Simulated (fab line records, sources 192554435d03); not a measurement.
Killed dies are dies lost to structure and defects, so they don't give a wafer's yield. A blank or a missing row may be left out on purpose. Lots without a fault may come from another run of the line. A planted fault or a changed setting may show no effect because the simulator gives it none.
fab line records | flow n5_finfet
record lots=24 wafers=72 last_day=19
route steps=1938 shown BEOL_M5@1152 BEOL_M6@1198
lots that met no fault: from a run of the same line without faults
start_h: hours from the record's first day to the start of the lot's first wafer shown | wait_h: hours since the lot's step before | " the same as in the row above | L1.1+2: a row that stands for several wafers | - no value, or no start given | * or withheld: withheld | < > ~ a bound
route shown NAME@n: a module of which the file shows steps, and the number in the route of the first | usual: mean/standard deviation of fault-free wafers | same: alike in all rows | chamber/n: place in a boat | sites: the reading at each site | _std_site: their standard deviation | _edge_site: outer sites' mean less inner sites' | radius_mm: how far each site lies from the wafer's centre | mask NAME#n: copy n | behind: the tool/chamber that last shaped the wafer | hold: why the lot was held/for how many hours/how that ended | device: the transistor (n, p or np) that didn't switch | end of line: the same wafers' tests at the end of the route | a step without rows: its recipe alone | killed: dies lost to structure and defects at the first sort, not the wafer's yield | map: a wafer's dies, x killed, . not, _ none there
set.NAME: the setting as run; set.NAME@STEP: as run at that earlier step | model.NAME: the simulator's own value behind a step, which no gauge read
steps of the route over a sample of lots; a table a step, a row a wafer
services: from which hour (start_h, from the record's first day; less than 0 if before it) a tool's chamber was out of use, for how many hours, and why
## steps
# step N5_BEOL_M5_ETCH_75
# recipe chemistry=N2/H2 target=underlayer target_depth_a=65 mask_material=CAR-EUV time_s=5.2 ion_energy_ev=200 pressure_mtorr=30 source_w=840 bias_w=150 n2_flow_sccm=200 h2_flow_sccm=200 ends=cleared
# usual drypump_motor_current_A=5.73/0.27 etch_rf_on_time_s=5.23/0.14 oes_product_au=0.66/0.066 rf_vpp_V=523.7/2.8 showerhead_plenum_p_Torr=2.53/0.091 throttle_valve_pct=17.83/0.28
# columns lot.wafer tool chamber start_h wait_h drypump_motor_current_A etch_rf_on_time_s oes_product_au rf_hours_counter_h rf_vpp_V showerhead_plenum_p_Torr throttle_valve_pct
L074.2 rie_diel-06 1 181.93 0.0 6.26 4.99 0.64 210 521.1 2.42 17.71
L074.3 " 2 " " 6.00 5.32 0.64 124 520.4 2.47 18.18
L074.5 " 1 " " 6.28 5.02 0.64 - 520.4 2.42 17.69
L075.3 rie_diel-01 2 191.79 0.0 5.66 5.21 0.60 208 526.5 2.64 18.17
L075.4 " 0 " " 5.68 5.24 0.69 - 521.1 2.47 17.36
L075.6 " 2 " " 5.66 5.19 0.61 - 524.9 2.64 18.16
L077.1 rie_diel-06 1 234.44 0.0 6.27 5.06 0.62 223 520.9 2.42 17.72
L077.2 " 0 " " 5.93 5.23 0.64 160 524.8 2.63 17.99
L077.5 " 0 " " 5.89 5.21 0.64 - 525.8 2.63 17.95
L078.2 rie_diel-01 3 237.56 0.0 5.83 5.07 0.79 17 525.9 2.57 17.26
L078.3 " 2 " " 5.64 5.17 0.60 224 524.1 2.63 18.20
L078.6 " 0 " " 5.64 5.21 0.69 - 521.6 2.46 17.41
L076.1 rie_diel-01 3 244.72 0.0 5.85 5.11 0.78 18 527.2 2.57 17.27
L076.5 " 0 " " 5.69 5.25 0.69 - 522.2 2.46 17.41
L076.6 " 2 " " 5.67 5.12 0.60 - 523.9 2.63 18.19
L083.1 rie_diel-05 1 247.09 0.0 5.20 5.24 0.61 193 518.5 2.40 17.95
L083.2 " 0 " " 5.79 5.30 0.61 205 523.2 2.51 17.87
L083.5 " 0 " " 5.82 5.34 0.61 - 525.1 2.51 17.87
L081.1 rie_diel-06 3 254.72 0.0 5.43 5.41 0.69 67 525.3 2.69 17.86
L081.2 " 1 " " 6.29 5.11 0.62 229 520.4 2.42 17.72
L081.4 " 2 " " 6.01 5.30 0.62 142 522.1 2.46 18.22
L080.1 rie_diel-01 3 255.11 0.0 5.87 5.07 0.78 22 523.5 2.56 17.26
L080.3 " 0 " " 5.66 5.22 0.69 91 523.3 2.46 17.39
L080.4 " 1 " " 6.11 5.24 0.69 85 525.8 2.58 17.98
L079.1 rie_diel-01 1 261.73 0.0 6.15 5.30 0.68 87 524.0 2.58 17.98
L079.2 " 2 " " 5.69 5.14 0.59 232 524.8 2.63 18.21
L079.3 " 3 " " 5.87 5.06 0.77 24 527.6 2.56 17.25
L082.1 rie_diel-05 3 266.50 0.0 5.76 4.96 0.71 112 522.0 2.46 17.59
L082.2 " 0 " " 5.82 5.40 0.61 211 522.5 2.50 17.87
L082.5 " 0 " " 5.79 5.38 0.60 - 524.4 2.50 17.87
L084.2 rie_diel-06 2 278.74 0.0 6.07 5.31 0.62 148 520.5 2.46 18.23
L084.4 " 3 " " 5.42 5.43 0.68 74 526.3 2.68 17.91
L084.6 " 0 " " 5.89 5.29 0.62 - 527.5 2.63 17.96
L085.3 rie_diel-05 0 280.94 0.0 5.80 5.38 0.60 213 523.7 2.50 17.89
L085.5 " 0 " " 5.77 5.41 0.59 - 523.4 2.50 17.91
L085.6 " 3 " " 5.76 4.96 0.72 - 523.0 2.46 17.56
L086.1 rie_diel-05 1 284.38 0.0 5.20 5.32 0.60 202 519.1 2.40 17.97
L086.2 " 0 " " 5.81 5.47 0.59 214 522.0 2.50 17.88
L086.4 " 1 " " 5.18 5.31 0.60 - 520.0 2.40 17.97
L087.4 rie_diel-05 1 288.09 0.0 5.18 5.29 0.59 204 518.8 2.40 17.98
L087.5 " 3 " " 5.76 5.02 0.69 - 520.7 2.46 17.56
L087.6 " 2 " " 5.67 5.39 0.81 - 523.0 2.49 17.77
L088.1 rie_diel-01 1 288.18 0.0 6.09 5.21 0.69 94 523.7 2.58 18.00
L088.2 " 0 " " 5.67 5.17 0.68 101 520.5 2.46 17.41
L088.4 " 2 " " 5.68 5.18 0.59 239 524.6 2.62 18.24
L091.1 rie_diel-05 3 303.26 0.0 5.76 4.93 0.69 121 520.0 2.46 17.58
L091.3 " 0 " " 5.80 5.39 0.59 219 525.3 2.50 17.90
L091.6 " 3 " " 5.74 5.03 0.70 - 521.0 2.46 17.56
L089.1 rie_diel-06 3 311.63 0.0 5.40 5.40 0.66 83 527.3 2.68 17.89
L089.3 " 1 " " 6.30 5.11 0.62 242 519.2 2.41 17.75
L089.5 " 3 " " 5.42 5.40 0.68 - 530.7 2.68 17.90
L093.1 rie_diel-01 0 323.21 0.0 5.66 5.30 0.66 113 522.2 2.45 17.43
L093.3 " 3 " " 5.84 5.05 0.75 44 526.6 2.55 17.31
L093.5 " 3 " " 5.85 5.08 0.75 - 525.4 2.55 17.31
L090.1 rie_diel-06 0 328.39 0.0 5.92 5.15 0.61 186 526.0 2.62 18.00
L090.2 " 2 " " 5.99 5.19 0.61 161 520.3 2.46 18.24
L090.4 " 1 " " 6.30 5.01 0.62 247 520.4 2.41 17.74
L092.3 rie_diel-05 3 328.72 0.0 5.78 5.04 0.69 129 520.1 2.45 17.59
L092.4 " 2 " " 5.64 5.46 0.77 15 521.4 2.49 17.82
L092.5 " 1 " " 5.20 5.34 0.59 - 523.2 2.39 18.00
L094.1 rie_diel-05 2 330.79 0.0 5.68 5.44 0.77 16 523.3 2.49 17.77
L094.2 " 3 " " 5.77 5.01 0.69 129 522.3 2.45 17.59
L094.5 " 3 " " 5.76 5.03 0.69 - 522.3 2.45 17.59
L095.1 rie_diel-06 2 338.98 0.0 6.02 5.26 0.61 163 521.1 2.46 18.25
L095.5 " 0 " " 5.93 5.26 0.62 - 526.1 2.62 17.99
L095.6 " 2 " " 6.00 5.24 0.60 - 521.4 2.46 18.27
L096.3 rie_diel-06 3 353.16 0.0 5.41 5.37 0.66 97 527.4 2.67 17.91
L096.5 " 0 " " 5.92 5.23 0.61 - 525.2 2.62 18.00
L096.6 " 3 " " 5.44 5.43 0.66 - 527.1 2.67 17.90
L097.1 rie_diel-05 0 356.16 0.0 5.81 5.33 0.58 236 523.3 2.49 17.91
L097.3 " 3 " " 5.75 4.95 0.68 138 521.0 2.45 17.60
L097.5 " 1 " " 5.18 5.29 0.58 - 519.5 2.39 18.04
# step N5_BEOL_M5_CURE_80
# recipe temp_c=370 time_s=120 ambient=DMADMS/He material=SiCOH_lowk
# usual lamp_power_pct=52.31/0.054 wafer_temp_C_max=372.0/0.53
# columns lot.wafer tool chamber start_h wait_h lamp_power_pct wafer_temp_C_max
L074.2 uv_cure-03 1 182.57 0.1 52.32 372.0
L074.3 " 1 " " 52.34 372.1
L074.5 " 1 " " 52.40 371.6
L075.3 uv_cure-02 2 192.47 0.1 52.38 372.2
L075.4 " 2 " " 52.25 372.4
L075.6 " 2 " " 52.42 372.5
L077.1 uv_cure-03 2 235.02 0.0 52.42 372.2
L077.2 " 2 " " 52.34 373.3
L077.5 " 2 " " 52.34 373.5
L078.2 uv_cure-03 2 238.24 0.1 52.29 372.8
L078.3 " 2 " " 52.31 373.1
L078.6 " 2 " " 52.29 372.7
L076.1 uv_cure-02 1 245.30 0.0 52.28 372.3
L076.5 " 1 " " 52.35 373.0
L076.6 " 1 " " 52.35 372.2
L083.1 uv_cure-01 0 247.67 0.0 52.30 371.1
L083.2 " 0 " " 52.32 371.6
L083.5 " 0 " " 52.37 372.0
L081.1 uv_cure-03 0 255.33 0.0 52.25 372.1
L081.2 " 0 " " 52.39 371.8
L081.4 " 0 " " 52.28 371.9
L080.1 uv_cure-02 2 255.69 0.0 52.25 372.1
L080.3 " 2 " " 52.27 372.2
L080.4 " 2 " " 52.33 371.8
L079.1 uv_cure-03 0 262.31 0.0 52.26 372.5
L079.2 " 0 " " 52.30 371.5
L079.3 " 0 " " 52.29 372.3
L082.1 uv_cure-01 0 267.09 0.0 52.22 371.6
L082.2 " 0 " " 52.32 371.2
L082.5 " 0 " " 52.34 371.2
L084.2 uv_cure-03 0 279.41 0.1 52.26 372.4
L084.4 " 0 " " 52.32 372.6
L084.6 " 0 " " 52.30 371.6
L085.3 uv_cure-03 1 281.63 0.1 52.25 371.9
L085.5 " 1 " " 52.25 371.7
L085.6 " 1 " " 52.28 372.3
L086.1 uv_cure-02 0 284.96 0.0 52.28 371.9
L086.2 " 0 " " 52.27 371.5
L086.4 " 0 " " 52.32 371.8
L088.1 uv_cure-01 1 288.76 0.0 52.37 371.6
L088.2 " 1 " " 52.37 372.3
L088.4 " 1 " " 52.45 372.3
L087.4 uv_cure-03 0 288.82 0.2 52.40 371.4
L087.5 " 0 " " 52.32 372.0
L087.6 " 0 " " 52.41 371.5
L091.1 uv_cure-03 0 303.90 0.1 52.34 371.4
L091.3 " 0 " " 52.29 372.0
L091.6 " 0 " " 52.20 371.4
L089.1 uv_cure-01 0 312.21 0.0 52.38 371.3
L089.3 " 0 " " 52.33 371.3
L089.5 " 0 " " 52.22 370.9
L093.1 uv_cure-01 0 323.79 0.0 52.29 371.5
L093.3 " 0 " " 52.22 371.7
L093.5 " 0 " " 52.36 371.5
L090.1 uv_cure-03 0 328.97 0.0 52.36 372.1
L090.2 " 0 " " 52.21 371.5
L090.4 " 0 " " 52.22 372.2
L092.3 uv_cure-02 2 329.40 0.1 52.37 372.6
L092.4 " 2 " " 52.29 372.6
L092.5 " 2 " " 52.33 372.5
L094.1 uv_cure-02 0 331.38 0.0 52.33 371.6
L094.2 " 0 " " 52.24 372.1
L094.5 " 0 " " 52.21 372.3
L095.1 uv_cure-01 2 339.56 0.0 52.24 371.5
L095.5 " 2 " " 52.30 371.8
L095.6 " 2 " " 52.37 371.8
L096.3 uv_cure-03 1 353.93 0.2 52.37 372.7
L096.5 " 1 " " 52.27 372.1
L096.6 " 1 " " 52.35 372.0
L097.1 uv_cure-02 0 356.75 0.0 52.27 371.7
L097.3 " 0 " " 52.34 371.8
L097.5 " 0 " " 52.29 371.2
# step N5_BEOL_M5_ANNEAL_89
# recipe temp_c=400 time_s=1800 ambient=vacuum
# usual heater_power_w=862/92 susceptor_temp_C=400.02/0.2
# columns lot.wafer tool chamber start_h wait_h heater_power_w susceptor_temp_C
L074.2 pvd_sputter-03 - 188.40 0.0 889 399.72
L074.3 " - " " 846 399.95
L074.5 " - " " 766 400.30
L075.3 pvd_sputter-02 - 196.75 0.0 950 400.03
L075.4 " - " " 758 400.07
L075.6 " - " " 780 400.09
L077.1 pvd_sputter-03 - 239.98 0.0 815 399.88
L077.2 " - " " 889 399.97
L077.5 " - " " 899 400.10
L078.2 pvd_sputter-03 - 244.41 0.0 843 400.19
L078.3 " - " " 866 400.05
L078.6 " - " " 836 400.08
L076.1 pvd_sputter-02 - 250.44 0.0 743 399.89
L076.5 " - " " 746 399.69
L076.6 " - " " 922 399.90
L083.1 pvd_sputter-01 - 252.16 0.0 824 399.57
L083.2 " - " " 1078 399.88
L083.5 " - " " 839 399.72
L081.1 pvd_sputter-02 - 260.12 0.0 780 399.93
L081.2 " - " " 790 399.79
L081.4 " - " " 750 399.92
L080.1 pvd_sputter-01 - 261.49 0.0 1067 400.03
L080.3 " - " " 860 399.96
L080.4 " - " " 844 400.40
L079.1 pvd_sputter-01 - 266.95 0.0 1085 400.13
L079.2 " - " " 835 400.22
L079.3 " - " " 894 399.92
L082.1 pvd_sputter-01 - 271.98 0.0 915 400.31
L082.2 " - " " 1042 399.98
L082.5 " - " " 1071 399.73
L084.2 pvd_sputter-02 - 284.05 0.0 788 400.00
L084.4 " - " " 745 400.41
L084.6 " - " " 778 400.44
L085.3 pvd_sputter-01 - 287.60 0.0 843 400.23
L085.5 " - " " 855 400.26
L085.6 " - " " 902 400.06
L086.1 pvd_sputter-02 - 289.86 0.0 932 399.93
L086.2 " - " " 772 400.27
L086.4 " - " " 763 400.18
L087.4 pvd_sputter-01 - 293.44 0.0 834 399.80
L087.5 " - " " 830 399.76
L087.6 " - " " 1072 400.35
L088.1 pvd_sputter-02 - 294.29 0.0 744 400.19
L088.2 " - " " 941 400.13
L088.4 " - " " 802 400.00
L091.1 pvd_sputter-02 - 308.46 0.0 762 399.95
L091.3 " - " " 805 400.38
L091.6 " - " " 788 399.99
L089.1 pvd_sputter-01 - 316.81 0.0 866 399.97
L089.3 " - " " 1067 399.74
L089.5 " - " " 1057 400.07
L093.1 pvd_sputter-03 - 329.31 0.0 865 399.98
L093.3 " - " " 899 399.87
L093.5 " - " " 887 400.29
L090.1 pvd_sputter-03 - 334.25 0.0 856 400.02
L090.2 " - " " 885 400.26
L090.4 " - " " 747 400.19
L092.3 pvd_sputter-01 - 334.51 0.0 857 400.18
L092.4 " - " " 1081 399.94
L092.5 " - " " 829 399.98
L094.1 pvd_sputter-02 - 336.20 0.0 759 400.05
L094.2 " - " " 787 399.78
L094.5 " - " " 791 400.12
L095.1 pvd_sputter-01 - 344.17 0.0 1079 399.98
L095.5 " - " " 855 399.98
L095.6 " - " " 1065 399.79
L096.3 pvd_sputter-02 - 359.43 0.0 740 400.32
L096.5 " - " " 785 400.07
L096.6 " - " " 789 399.63
L097.1 pvd_sputter-03 - 361.52 0.0 864 399.62
L097.3 " - " " 752 400.18
L097.5 " - " " 779 399.95
# step N5_BEOL_M5_CMP_52
# recipe stop_on=SiCOH_lowk t_overpolish_s=6.9 down_force_psi=1 platen_rpm=50 clearing_platen_down_force_psi=1.5 clearing_platen_rpm=50 post_cmp_clean=cu_alkaline target_thk_nm=62 clearing_platen_pad_velocity_m_s=0.99484 pad_velocity_m_s=0.99484
# usual barrier_field_endpoint_s=24.5/0.7 motor_current_A=6.1/0.66 overpolish_run_s=6.899/0.009 retaining_ring_pressure_frac=1.001/0.0052 time_to_endpoint_s=61/3.2
# columns lot.wafer tool chamber start_h wait_h barrier_field_endpoint_s motor_current_A overpolish_run_s retaining_ring_pressure_frac time_to_endpoint_s
L074.2 cmp-02 1 193.01 0.2 24.6 5.8 6.900 1.002 62
L074.3 " 3 " " 25.9 6.1 6.871 0.984 67
L074.5 " 1 " " 25.1 5.5 6.883 1.011 62
L075.4 cmp-02 0 198.26 0.1 25.2 7.5 6.888 0.997 59
L075.3 " 2 " " 25.3 4.8 6.900 0.995 65
L075.6 " 1 " " 25.4 5.8 6.895 0.996 65
L077.2 cmp-02 3 241.57 0.3 24.6 6.5 6.882 1.002 67
L077.1 " 0 " " 24.2 7.4 6.899 1.002 60
L077.5 " 1 " " 24.9 5.8 6.897 1.000 61
L078.2 cmp-02 2 245.92 0.2 24.4 4.9 6.900 1.007 62
L078.3 " 1 " " 24.2 5.6 6.913 0.997 62
L078.6 " 3 " " 25.3 6.7 6.895 0.997 66
L076.1 cmp-04 0 251.99 0.3 25.3 5.9 6.890 1.000 64
L076.5 " 3 " " 25.2 5.7 6.900 0.994 62
L076.6 " 0 " " 25.3 6.1 6.899 1.005 65
L083.1 cmp-03 3 253.67 0.3 25.7 5.5 6.893 1.005 65
L083.2 " 1 " " 25.2 6.6 6.899 1.004 66
L083.5 " 3 " " 26.3 5.7 6.919 1.006 64
L081.2 cmp-04 3 261.62 0.2 24.2 5.7 6.908 0.999 64
L081.4 " 0 " " 25.9 6.1 6.898 1.009 64
L081.1 " 2 " " 24.0 6.6 6.903 0.992 61
L080.4 cmp-04 3 263.00 0.1 23.9 5.7 6.915 1.002 56
L080.3 " 0 " " 24.5 6.2 6.896 0.999 58
L080.1 " 2 " " 24.0 6.1 6.900 1.000 57
L079.3 cmp-02 2 268.46 0.2 24.6 4.9 6.911 1.002 61
L079.1 " 3 " " 25.9 6.8 6.892 1.000 64
L079.2 " 1 " " 25.4 5.8 6.883 0.997 60
L082.1 cmp-02 2 273.53 0.3 24.5 5.0 6.899 0.998 58
L082.2 " 3 " " 25.0 6.6 6.902 1.001 62
L082.5 " 2 " " 24.8 5.2 6.905 1.003 59
L084.4 cmp-04 0 285.56 0.1 24.5 5.8 6.899 0.996 58
L084.2 " 1 " " 24.0 6.3 6.906 1.000 58
L084.6 " 0 " " 24.1 6.3 6.891 0.991 57
L085.3 cmp-03 0 289.22 0.3 24.3 6.3 6.889 0.997 57
L085.5 " 1 " " 24.7 6.6 6.906 1.015 63
L085.6 " 2 " " 25.0 5.6 6.898 1.007 64
L086.2 cmp-02 2 291.38 0.2 24.6 4.9 6.908 0.992 62
L086.1 " 3 " " 24.6 6.5 6.894 1.003 64
L086.4 " 1 " " 24.7 5.8 6.910 1.005 58
L087.4 cmp-03 0 294.96 0.1 24.7 6.4 6.919 1.000 58
L087.6 " 0 " " 24.4 6.7 6.902 1.007 57
L087.5 " 1 " " 25.2 6.3 6.889 1.007 62
L088.2 cmp-04 2 295.79 0.2 23.5 6.3 6.888 0.999 60
L088.4 " 3 " " 24.6 5.7 6.891 0.996 61
L088.1 " 1 " " 24.2 6.2 6.895 0.995 62
L091.1 cmp-03 1 310.04 0.3 25.2 6.4 6.890 0.993 66
L091.3 " 3 " " 24.6 6.0 6.903 0.995 65
L091.6 " 1 " " 25.0 6.2 6.923 0.996 65
L089.3 cmp-04 2 319.00 0.2 24.2 6.2 6.879 1.003 60
L089.1 " 0 " " 25.2 6.1 6.897 1.010 58
L089.5 " 2 " " 24.9 6.6 6.914 1.004 59
L093.1 cmp-02 3 330.85 0.3 25.3 6.6 6.910 1.007 64
L093.3 " 0 " " 24.5 7.5 6.911 0.997 63
L093.5 " 3 " " 26.1 6.4 6.900 1.003 69
L090.2 cmp-04 0 335.76 0.2 24.0 6.1 6.902 1.005 60
L090.1 " 1 " " 24.2 6.5 6.897 1.003 58
L090.4 " 2 " " 24.0 6.2 6.905 0.998 57
L092.4 cmp-03 3 336.03 0.1 24.2 5.2 6.889 0.995 60
L092.3 " 2 " " 23.7 5.2 6.899 1.003 63
L092.5 " 0 " " 23.7 6.1 6.895 1.009 57
L094.2 cmp-03 3 337.88 0.3 23.7 5.9 6.896 0.998 60
L094.1 " 0 " " 23.9 6.3 6.908 1.002 56
L094.5 " 1 " " 24.9 6.4 6.902 1.005 60
L095.1 cmp-02 1 345.72 0.3 23.5 5.7 6.896 0.995 62
L095.6 " 0 " " 23.3 7.6 6.904 0.993 60
L095.5 " 1 " " 24.5 5.9 6.903 0.993 60
L096.3 cmp-04 0 360.97 0.2 23.9 6.0 6.901 1.007 59
L096.5 " 3 " " 23.6 5.8 6.893 1.000 58
L096.6 " 0 " " 23.8 5.8 6.896 0.996 61
L097.1 cmp-02 0 363.07 0.3 24.3 7.7 6.902 1.010 56
L097.3 " 2 " " 24.3 5.3 6.897 0.997 61
L097.5 " 3 " " 25.3 6.2 6.887 1.009 68
# step N5_BEOL_M6_HM_DEP_02
# recipe material=TiN target_thk_a=200 temp_c=25 chamber_pressure_pa=0.49996
# usual susceptor_temp_C=25.01/0.12 throttle_valve_pct=29.7/1.4
# columns lot.wafer tool chamber start_h wait_h susceptor_temp_C throttle_valve_pct
L074.2 pvd_sputter-03 - 195.86 1.6 24.78 29.0
L074.3 " - " " 24.75 29.0
L074.5 " - " " 25.09 28.9
L075.3 pvd_sputter-03 - 199.60 0.1 24.97 29.0
L075.4 " - " " 24.95 29.7
L075.6 " - " " 25.11 29.2
L077.1 pvd_sputter-01 - 244.82 2.1 25.13 28.4
L077.2 " - " " 25.01 32.9
L077.5 " - " " 25.05 32.7
L078.2 pvd_sputter-01 - 248.04 0.9 25.11 28.7
L078.3 " - " " 25.03 32.6
L078.6 " - " " 25.18 28.5
L076.1 pvd_sputter-01 - 255.43 1.7 25.21 32.5
L076.5 " - " " 25.08 32.7
L076.6 " - " " 24.96 28.4
L083.1 pvd_sputter-01 - 255.53 0.6 25.08 28.5
L083.2 " - " " 24.87 30.9
L083.5 " - " " 25.06 32.8
L081.1 pvd_sputter-03 - 263.40 0.0 25.05 28.3
L081.2 " - " " 24.86 29.6
L081.4 " - " " 24.88 29.1
L080.1 pvd_sputter-02 - 266.33 2.0 24.84 29.0
L080.3 " - " " 24.99 30.0
L080.4 " - " " 24.95 31.5
L079.1 pvd_sputter-02 - 271.48 1.7 24.92 31.3
L079.2 " - " " 24.86 28.7
L079.3 " - " " 24.87 30.1
L082.1 pvd_sputter-03 - 275.47 0.7 25.13 28.2
L082.2 " - " " 25.00 28.7
L082.5 " - " " 25.14 29.7
L084.2 pvd_sputter-03 - 288.29 1.4 25.00 28.7
L084.4 " - " " 25.07 29.1
L084.6 " - " " 24.99 29.0
L085.3 pvd_sputter-03 - 294.07 3.6 25.03 27.9
L085.5 " - " " 24.83 29.2
L085.6 " - " " 24.96 28.0
L086.1 pvd_sputter-03 - 294.67 2.0 25.01 28.4
L086.2 " - " " 24.83 28.9
L086.4 " - " " 25.18 29.5
L087.4 pvd_sputter-02 - 297.82 1.6 25.00 30.2
L087.5 " - " " 24.96 28.9
L087.6 " - " " 25.05 30.3
L088.1 pvd_sputter-03 - 297.98 0.9 25.19 29.0
L088.2 " - " " 25.00 29.2
L088.4 " - " " 24.86 27.8
L091.1 pvd_sputter-02 - 311.98 0.7 24.98 30.2
L091.3 " - " " 25.17 31.3
L091.6 " - " " 25.04 30.1
L089.1 pvd_sputter-01 - 321.87 1.3 25.20 28.4
L089.3 " - " " 24.93 32.5
L089.5 " - " " 24.93 32.6
L093.1 pvd_sputter-01 - 335.59 3.3 25.01 31.1
L093.3 " - " " 25.17 28.6
L093.5 " - " " 24.89 30.8
L090.1 pvd_sputter-03 - 337.48 0.0 24.89 29.1
L090.2 " - " " 24.90 29.1
L090.4 " - " " 24.92 29.6
L092.3 pvd_sputter-01 - 339.45 1.5 24.84 30.5
L092.4 " - " " 25.02 28.4
L092.5 " - " " 24.96 28.6
L094.1 pvd_sputter-03 - 339.92 0.9 24.99 29.5
L094.2 " - " " 25.11 28.9
L094.5 " - " " 25.07 28.9
L095.1 pvd_sputter-02 - 347.79 0.8 24.90 30.0
L095.5 " - " " 24.82 30.0
L095.6 " - " " 25.40 31.4
L096.3 pvd_sputter-03 - 362.77 0.5 24.88 29.1
L096.5 " - " " 24.88 27.9
L096.6 " - " " 25.13 29.0
L097.1 pvd_sputter-03 - 365.63 1.3 25.08 28.8
L097.3 " - " " 25.13 27.7
L097.5 " - " " 25.06 29.0
# step N5_BEOL_M6_CD_MEAS_11
# recipe target_cd_nm=38.5 landing_energy_ev=500 detector=se_inlens polarity=opening
# usual cd_nm=38.8/0.63
# columns lot.wafer tool chamber start_h wait_h cd_nm
L074.2 cd_sem-03 0 196.23 - 39.6
L074.3 " 0 " " 39.3
L074.5 " 0 " " 39.0
L075.3 cd_sem-01 0 200.10 - 38.3
L075.4 " 0 " " 38.3
L075.6 " 0 " " 38.5
L077.1 cd_sem-01 0 245.31 - 39.7
L077.2 " 0 " " 38.7
L077.5 " 0 " " 39.6
L078.2 cd_sem-02 0 248.54 - 38.4
L078.3 " 0 " " 38.1
L078.6 " 0 " " 38.8
L076.1 cd_sem-02 0 255.93 - 39.7
L076.5 " 0 " " 39.5
L076.6 " 0 " " 39.3
L083.1 cd_sem-03 0 256.09 - 39.4
L083.2 " 0 " " 38.9
L083.5 " 0 " " 40.1
L081.1 cd_sem-03 0 263.77 - 38.2
L081.2 " 0 " " 39.2
L081.4 " 0 " " 38.5
L080.1 cd_sem-02 0 266.70 - 38.5
L080.3 " 0 " " 38.4
L080.4 " 0 " " 38.5
L079.1 cd_sem-03 0 271.85 - 37.4
L079.2 " 0 " " 38.9
L079.3 " 0 " " 38.0
L082.1 cd_sem-03 0 275.97 - 38.5
L082.2 " 0 " " 38.7
L082.5 " 0 " " 38.7
L084.2 cd_sem-02 0 288.79 - 38.5
L084.4 " 0 " " 39.1
L084.6 " 0 " " 38.5
L085.3 cd_sem-02 0 294.57 - 39.1
L085.5 " 0 " " 39.7
L085.6 " 0 " " 39.5
L086.1 cd_sem-02 0 295.17 - 40.4
L086.2 " 0 " " 39.4
L086.4 " 0 " " 40.1
L087.4 cd_sem-03 0 298.32 - 38.3
L087.5 " 0 " " 38.3
L087.6 " 0 " " 38.5
L088.1 cd_sem-01 0 298.49 - 38.3
L088.2 " 0 " " 39.0
L088.4 " 0 " " 39.1
L091.1 cd_sem-02 0 312.48 - 38.2
L091.3 " 0 " " 38.8
L091.6 " 0 " " 37.9
L089.1 cd_sem-03 0 322.37 - 39.0
L089.3 " 0 " " 37.9
L089.5 " 0 " " 38.0
L093.1 cd_sem-01 0 335.97 - 37.8
L093.3 " 0 " " 38.1
L093.5 " 0 " " 38.4
L090.1 cd_sem-02 0 337.98 - 39.1
L090.2 " 0 " " 38.8
L090.4 " 0 " " 38.1
L092.3 cd_sem-02 0 339.95 - 38.9
L092.4 " 0 " " 39.5
L092.5 " 0 " " 40.4
L094.1 cd_sem-01 0 340.42 - 37.5
L094.2 " 0 " " 38.2
L094.5 " 0 " " 38.3
L095.1 cd_sem-01 0 348.16 - 38.6
L095.5 " 0 " " 38.3
L095.6 " 0 " " 39.5
L096.3 cd_sem-03 0 363.15 - 38.3
L096.5 " 0 " " 39.1
L096.6 " 0 " " 39.9
L097.1 cd_sem-02 0 366.00 - 38.9
L097.3 " 0 " " 38.1
L097.5 " 0 " " 37.6
## services
# columns tool chamber start_h hours kind
uv_cure-02 - 159.66 4.5 pm
pvd_sputter-01 - 161.50 48.4 repair
rie_diel-05 3 162.96 6.1 repair
uv_cure-03 - 164.04 2.8 repair
uv_cure-03 - 170.33 7.5 pm
rie_diel-05 2 176.92 13.9 repair
rie_diel-06 0 177.68 4.9 repair
uv_cure-03 - 183.44 1.0 pm
rie_diel-06 - 185.73 0.7 repair
rie_diel-01 3 191.61 6.5 repair
cmp-02 - 198.67 9.0 repair
cmp-02 - 213.11 2.2 repair
cmp-04 - 214.01 0.5 repair
cmp-04 - 222.93 2.0 repair
cmp-02 - 224.69 1.6 repair
uv_cure-03 - 242.79 2.1 pm
cmp-04 - 274.33 6.9 pm
rie_diel-05 2 283.64 2.9 repair
rie_diel-05 2 290.80 7.5 repair
cmp-02 - 295.18 1.3 repair
cmp-02 - 305.50 7.7 pm
uv_cure-03 - 331.72 6.1 repair
rie_diel-05 2 344.91 8.1 repair
uv_cure-03 - 359.77 7.5 pm
## key
fault none
